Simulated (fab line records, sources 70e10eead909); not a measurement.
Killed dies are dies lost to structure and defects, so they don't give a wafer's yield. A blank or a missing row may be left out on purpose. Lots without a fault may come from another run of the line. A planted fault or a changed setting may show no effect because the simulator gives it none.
Which tool did it? | flow nand_harc | 23 lots, 69 wafers sampled, at 4 steps of a route of 1302

WHAT THE GAUGES READ, wafer by wafer
NHARC_A_CONTACT_CD_MEAS_69: target cd 300 nm. Usual: cd_nm 299.7 nm, standard deviation 0.53.
lot  | measured     | on        | cd_nm (nm)        | flag
L074 | day 20 21:58 | cd_sem-01 | 300.9 300.7 300.6 |
L075 | day 21 06:42 | cd_sem-03 | 299.4 299.5 300.3 |
L078 | day 22 00:10 | cd_sem-03 | 300.7 300.7 300.6 |
L076 | day 21 23:40 | cd_sem-02 | 299.4 300.1 300.2 |
L079 | day 23 06:28 | cd_sem-02 | 299.4 300.0 299.2 |
L077 | day 23 04:30 | cd_sem-01 | 299.3 299.1 299.0 |
L080 | day 23 09:41 | cd_sem-01 | 299.7 299.5 299.8 |
L081 | day 24 09:14 | cd_sem-03 | 299.2 299.6 299.9 |
L082 | day 24 16:09 | cd_sem-01 | 299.3 299.7 300.0 |
L083 | day 25 01:59 | cd_sem-03 | 299.7 299.6 299.8 |
L084 | day 25 05:45 | cd_sem-03 | 299.4 299.3 299.2 |
L087 | day 26 05:32 | cd_sem-02 | 300.0 300.3 300.1 |
L086 | day 26 00:20 | cd_sem-01 | 299.0 299.0 299.2 |
L089 | day 26 14:19 | cd_sem-03 | 299.7 299.7 299.8 |
L088 | day 26 12:32 | cd_sem-01 | 299.5 299.3 299.1 |
L090 | day 26 21:40 | cd_sem-03 | 299.5 300.0 300.0 |
L092 | day 28 04:15 | cd_sem-03 | 299.5 299.4 299.5 |
L091 | day 28 06:44 | cd_sem-02 | 300.0 299.2 300.3 |
L093 | day 29 08:22 | cd_sem-01 | 300.6 300.1 300.1 |
L094 | day 29 08:05 | cd_sem-03 | 299.2 299.3 299.2 |
L096 | day 29 21:51 | cd_sem-01 | 299.8 299.1 299.5 |
L095 | day 30 01:06 | cd_sem-01 | 299.9 299.3 299.0 |
L097 | day 30 09:23 | cd_sem-03 | 298.8 298.6 299.3 |

WHICH TOOL RAN EACH LOT (tool, then ch and the chambers of the sampled wafers, then the start)
lot  | NHARC_A_SLIT_ETCH_24               | NHARC_A_SLIT_ETCH_29               | NHARC_A_CONTACT_ETCH_118
L074 | rie_diel-10 ch 0,1,3, day 18 19:02 | rie_diel-05 ch 1,2,3, day 19 00:43 | har_cap_etch-03 ch 0,1, day 20 15:00
L075 | rie_diel-03 ch 0,2,3, day 19 00:58 | rie_diel-10 ch 2,3, day 19 08:50   | har_cap_etch-02 ch 0,1, day 20 21:14
L078 | rie_diel-10 ch 0,1,3, day 20 00:00 | rie_diel-03 ch 0,1,3, day 20 05:41 | har_cap_etch-03 ch 0,1, day 21 16:41
L076 | rie_diel-05 ch 1,2,3, day 20 00:59 | rie_diel-03 ch 0,3, day 20 06:57   | har_cap_etch-01 ch 1, day 21 16:37
L079 | rie_diel-05 ch 0,3, day 21 01:52   | rie_diel-05 ch 1,2,3, day 21 07:32 | har_cap_etch-03 ch 0, day 22 18:46
L077 | rie_diel-03 ch 1,2, day 21 02:02   | rie_diel-03 ch 0,2, day 21 07:40   | har_cap_etch-02 ch 0,1, day 22 19:20
L080 | rie_diel-03 ch 0,3, day 21 05:38   | rie_diel-10 ch 2,3, day 21 15:28   | har_cap_etch-01 ch 0,1, day 23 02:50
L081 | rie_diel-10 ch 0,2,3, day 22 07:45 | rie_diel-05 ch 0,3, day 22 14:44   | har_cap_etch-03 ch 0,1, day 24 01:25
L082 | rie_diel-03 ch 1,2,3, day 22 14:52 | rie_diel-03 ch 2,3, day 22 20:37   | har_cap_etch-02 ch 0,1, day 24 07:19
L083 | rie_diel-03 ch 0,2,3, day 22 18:31 | rie_diel-10 ch 1,2,3, day 23 03:04 | har_cap_etch-03 ch 0,1, day 24 15:58
L084 | rie_diel-10 ch 0,1,3, day 23 01:22 | rie_diel-10 ch 0,1,2, day 23 07:02 | har_cap_etch-01 ch 0,1, day 24 20:20
L087 | rie_diel-05 ch 0,1,3, day 24 00:02 | rie_diel-10 ch 0,1,2, day 24 05:44 | har_cap_etch-03 ch 0,1, day 25 19:28
L086 | rie_diel-03 ch 1,2,3, day 24 00:14 | rie_diel-10 ch 1,2, day 24 06:08   | har_cap_etch-01 ch 0,1, day 25 16:33
L089 | rie_diel-03 ch 0,2, day 24 08:43   | rie_diel-10 ch 0,1,3, day 24 14:28 | har_cap_etch-01 ch 0,1, day 26 03:49
L088 | rie_diel-03 ch 2,3, day 24 09:32   | rie_diel-03 ch 0,1,2, day 24 15:11 | har_cap_etch-02 ch 0,1, day 26 02:14
L090 | rie_diel-03 ch 2,3, day 24 20:28   | rie_diel-03 ch 0,3, day 25 02:32   | har_cap_etch-03 ch 0,1, day 26 14:23
L092 | rie_diel-10 ch 0,1,3, day 26 04:36 | rie_diel-03 ch 1,2,3, day 26 10:32 | har_cap_etch-03 ch 0,1, day 27 21:10
L091 | rie_diel-05 ch 0,1,2, day 26 04:57 | rie_diel-10 ch 0,1,2, day 26 10:38 | har_cap_etch-01 ch 0,1, day 27 21:19
L093 | rie_diel-05 ch 0,1,3, day 27 09:46 | rie_diel-03 ch 1,2,3, day 27 15:26 | har_cap_etch-01 ch 0,1, day 29 01:22
L094 | rie_diel-03 ch 0,2,3, day 27 10:16 | rie_diel-10 ch 0,1,2, day 27 15:59 | har_cap_etch-03 ch 0,1, day 29 01:15
L096 | rie_diel-03 ch 0,2,3, day 27 19:43 | rie_diel-05 ch 1,2,3, day 28 01:22 | har_cap_etch-01 ch 0,1, day 29 14:01
L095 | rie_diel-03 ch 1,3, day 27 21:44   | rie_diel-03 ch 2,3, day 28 05:10   | har_cap_etch-02 ch 0,1, day 29 15:31
L097 | rie_diel-10 ch 0,1,2, day 28 03:54 | rie_diel-03 ch 0,1,2, day 28 09:48 | har_cap_etch-03 ch 0,1, day 30 01:59
- NHARC_A_SLIT_ETCH_24: etches the open film in CF4/CHF3, target depth 121 nm, time 60.5 s.
- NHARC_A_SLIT_ETCH_29: etches the open film in CF4/O2, target depth 100 nm, overetch 10 nm, time 55 s.
- NHARC_A_CONTACT_ETCH_118: etches the open film in C4F8/O2/Ar, time 190 s, target depth 1850 nm.

WHAT THE TOOLS THEMSELVES READ (means of the sampled wafers that have a number; where no wafer has one, the mark that the record gives instead)
NHARC_A_SLIT_ETCH_24. Usual: drypump_motor_current_A 5.6 A, standard deviation 0.46; oes_product_au 0.954 a.u., standard deviation 0.02; rf_vpp_V 371.3 V, standard deviation 1.7; showerhead_plenum_p_Torr 1.60 Torr, standard deviation 0.045; throttle_valve_pct 16.802 %, standard deviation 0.009.
lot  | tool        | drypump_motor_current_A (A) | oes_product_au (a.u.) | rf_vpp_V (V) | showerhead_plenum_p_Torr (Torr) | throttle_valve_pct (%) | flag
L074 | rie_diel-10 | 6.4                         | 0.961                 | 370.5        | 1.59                            | 16.808                 |
L075 | rie_diel-03 | 5.3                         | 0.967                 | 370.8        | 1.59                            | 16.795                 |
L078 | rie_diel-10 | 6.4                         | 0.937                 | 371.1        | 1.59                            | 16.798                 |
L076 | rie_diel-05 | 5.8                         | 0.969                 | 371.8        | 1.62                            | 16.802                 |
L079 | rie_diel-05 | 6.0                         | 0.956                 | 370.6        | 1.55                            | 16.791                 |
L077 | rie_diel-03 | 5.2                         | 0.968                 | 372.9        | 1.64                            | 16.806                 |
L080 | rie_diel-03 | 5.4                         | 0.954                 | 371.5        | 1.60                            | 16.804                 |
L081 | rie_diel-10 | 6.0                         | 0.969                 | 369.2        | 1.54                            | 16.801                 |
L082 | rie_diel-03 | 5.3                         | 0.910                 | 370.8        | 1.60                            | 16.794                 |
L083 | rie_diel-03 | 5.3                         | 0.935                 | 370.2        | 1.59                            | 16.805                 |
L084 | rie_diel-10 | 6.4                         | 0.956                 | 371.2        | 1.59                            | 16.802                 |
L087 | rie_diel-05 | 5.9                         | 0.918                 | 371.7        | 1.58                            | 16.800                 |
L086 | rie_diel-03 | 5.3                         | 0.937                 | 372.1        | 1.60                            | 16.813                 |
L089 | rie_diel-03 | 5.2                         | 0.963                 | 371.1        | 1.60                            | 16.804                 |
L088 | rie_diel-03 | 5.3                         | 0.946                 | 370.0        | 1.58                            | 16.805                 |
L090 | rie_diel-03 | 5.3                         | 0.947                 | 371.1        | 1.58                            | 16.799                 |
L092 | rie_diel-10 | 6.4                         | 0.954                 | 370.6        | 1.59                            | 16.802                 |
L091 | rie_diel-05 | 5.9                         | 0.972                 | 372.0        | 1.59                            | 16.800                 |
L093 | rie_diel-05 | 5.9                         | 0.963                 | 370.7        | 1.58                            | 16.810                 |
L094 | rie_diel-03 | 5.3                         | 0.954                 | 370.9        | 1.59                            | 16.803                 |
L096 | rie_diel-03 | 5.3                         | 0.965                 | 371.7        | 1.59                            | 16.805                 |
L095 | rie_diel-03 | 5.3                         | 0.927                 | 372.0        | 1.62                            | 16.801                 |
L097 | rie_diel-10 | 6.1                         | 0.966                 | 369.8        | 1.56                            | 16.804                 |

NHARC_A_SLIT_ETCH_29. Usual: drypump_motor_current_A 5.7 A, standard deviation 0.49; oes_product_au 0.996 a.u., standard deviation 0.012; rf_vpp_V 198.1 V, standard deviation 1.3; showerhead_plenum_p_Torr 1.35 Torr, standard deviation 0.042; throttle_valve_pct 13.397 %, standard deviation 0.01.
lot  | tool        | drypump_motor_current_A (A) | oes_product_au (a.u.) | rf_vpp_V (V) | showerhead_plenum_p_Torr (Torr) | throttle_valve_pct (%) | flag
L074 | rie_diel-05 | 5.8                         | 1.008                 | 198.5        | 1.38                            | 13.400                 |
L075 | rie_diel-10 | 5.6                         | 1.013                 | 196.7        | 1.29                            | 13.397                 |
L078 | rie_diel-03 | 5.3                         | 0.989                 | 199.2        | 1.38                            | 13.397                 |
L076 | rie_diel-03 | 5.4                         | 0.992                 | 198.4        | 1.34                            | 13.396                 |
L079 | rie_diel-05 | 5.8                         | 1.003                 | 198.2        | 1.37                            | 13.404                 |
L077 | rie_diel-03 | 5.2                         | 0.988                 | 199.0        | 1.36                            | 13.401                 |
L080 | rie_diel-10 | 5.9                         | 0.995                 | 197.9        | 1.32                            | 13.404                 |
L081 | rie_diel-05 | 6.0                         | 0.981                 | 197.6        | 1.31                            | 13.395                 |
L082 | rie_diel-03 | 5.3                         | 0.990                 | 197.9        | 1.34                            | 13.393                 |
L083 | rie_diel-10 | 6.0                         | 1.012                 | 197.8        | 1.33                            | 13.398                 |
L084 | rie_diel-10 | 6.1                         | 1.010                 | 197.3        | 1.32                            | 13.402                 |
L087 | rie_diel-10 | 6.1                         | 1.003                 | 197.1        | 1.32                            | 13.392                 |
L086 | rie_diel-10 | 5.7                         | 1.010                 | 197.1        | 1.31                            | 13.392                 |
L089 | rie_diel-10 | 6.4                         | 0.988                 | 198.2        | 1.35                            | 13.393                 |
L088 | rie_diel-03 | 5.2                         | 0.987                 | 198.5        | 1.38                            | 13.403                 |
L090 | rie_diel-03 | 5.4                         | 0.994                 | 198.5        | 1.36                            | 13.391                 |
L092 | rie_diel-03 | 5.3                         | 0.992                 | 198.3        | 1.36                            | 13.393                 |
L091 | rie_diel-10 | 6.1                         | 1.002                 | 196.7        | 1.32                            | 13.398                 |
L093 | rie_diel-03 | 5.3                         | 0.999                 | 198.9        | 1.36                            | 13.400                 |
L094 | rie_diel-10 | 6.1                         | 1.003                 | 198.0        | 1.32                            | 13.397                 |
L096 | rie_diel-05 | 5.8                         | 1.003                 | 199.1        | 1.37                            | 13.389                 |
L095 | rie_diel-03 | 5.3                         | 0.986                 | 198.2        | 1.34                            | 13.409                 |
L097 | rie_diel-03 | 5.2                         | 1.000                 | 198.6        | 1.38                            | 13.395                 |

THE ANSWER, worked out from the rows above alone
Rule: a lot is off if the mean of its wafers that have a number lies more than 3 standard deviations from the usual mean. A lot without any number at a reading at which 4 lots or more have one is off too. The other lots that the step has rows for count as sound. The gauges are gone through in route order, then the tools' own readings, and for those a lot's mean is taken as printed above. The first step at which some lot is off is used, and at that step the reading that is off furthest; a lot without a number counts as furthest.
No lot is off at any reading shown: from this, nothing can be told.

WHAT THE SIMULATOR HAD PUT IN
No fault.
